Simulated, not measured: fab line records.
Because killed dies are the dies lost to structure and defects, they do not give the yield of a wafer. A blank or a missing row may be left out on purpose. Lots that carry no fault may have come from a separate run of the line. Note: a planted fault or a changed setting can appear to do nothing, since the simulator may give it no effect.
Chamber matching :: flow nandHarc :: 4 sister chambers for NHARC_P_GATE_DESCUM_48 on rieDiel-10
The step chemistry O2, time 3 s. 4 wafers are shown with their chamber, then 11 later ones without.

== WAFERS WITH THEIR CHAMBER ==
wafer: L082.6
chamber: 3
drypumpMotorCurrentA (A): 5.5

wafer: L086.2
chamber: 2
drypumpMotorCurrentA (A): 5.8

wafer: L086.6
chamber: 1
drypumpMotorCurrentA (A): 5.8

wafer: L088.1
chamber: 0
drypumpMotorCurrentA (A): 6.3

== WAFERS MISSING THEIR CHAMBER ==
wafer: L088.2
drypumpMotorCurrentA (A): 5.7

wafer: L088.3
drypumpMotorCurrentA (A): 5.8

wafer: L095.3
drypumpMotorCurrentA (A): 5.5

wafer: L095.4
drypumpMotorCurrentA (A): 5.7

wafer: L095.5
drypumpMotorCurrentA (A): 5.7

wafer: L097.1
drypumpMotorCurrentA (A): 5.8

wafer: L097.2
drypumpMotorCurrentA (A): 5.5

wafer: L097.3
drypumpMotorCurrentA (A): 5.8

wafer: L097.4
drypumpMotorCurrentA (A): 6.4

wafer: L097.5
drypumpMotorCurrentA (A): 5.7

wafer: L097.6
drypumpMotorCurrentA (A): 5.8

== THE CHAMBER EACH PASSED THROUGH ==
wafer: L088.2
from the rows above: can't be placed: 1 or 2 or 3
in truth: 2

wafer: L088.3
from the rows above: can't be placed: 1 or 2
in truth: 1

wafer: L095.3
from the rows above: 3
in truth: 3

wafer: L095.4
from the rows above: can't be placed: 1 or 2 or 3
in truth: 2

wafer: L095.5
from the rows above: can't be placed: 1 or 2 or 3
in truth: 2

wafer: L097.1
from the rows above: can't be placed: 1 or 2
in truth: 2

wafer: L097.2
from the rows above: 3
in truth: 3

wafer: L097.3
from the rows above: can't be placed: 1 or 2
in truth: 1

wafer: L097.4
from the rows above: 0
in truth: 0

wafer: L097.5
from the rows above: can't be placed: 1 or 2 or 3
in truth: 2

wafer: L097.6
from the rows above: can't be placed: 1 or 2
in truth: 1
Placed correctly: 3 of 11. Unplaceable from these rows: 8, with the true chamber sitting among the candidates in 8. Placed wrongly: 0.
How it was worked out, from the rows above alone: a wafer's distance from a chamber is the root of the sum, over the readings, of the square of ((its reading less the chamber's mean) divided by the reading's scatter). The wafer belongs to the nearest chamber; if the next one is less than 2 further off, it can't be placed. The mean given for a chamber averages the wafers shown for that chamber. The scatter (one wafer shown for each chamber): square how far every hidden wafer sits from the nearest shown wafer, average those squares and take the square root.
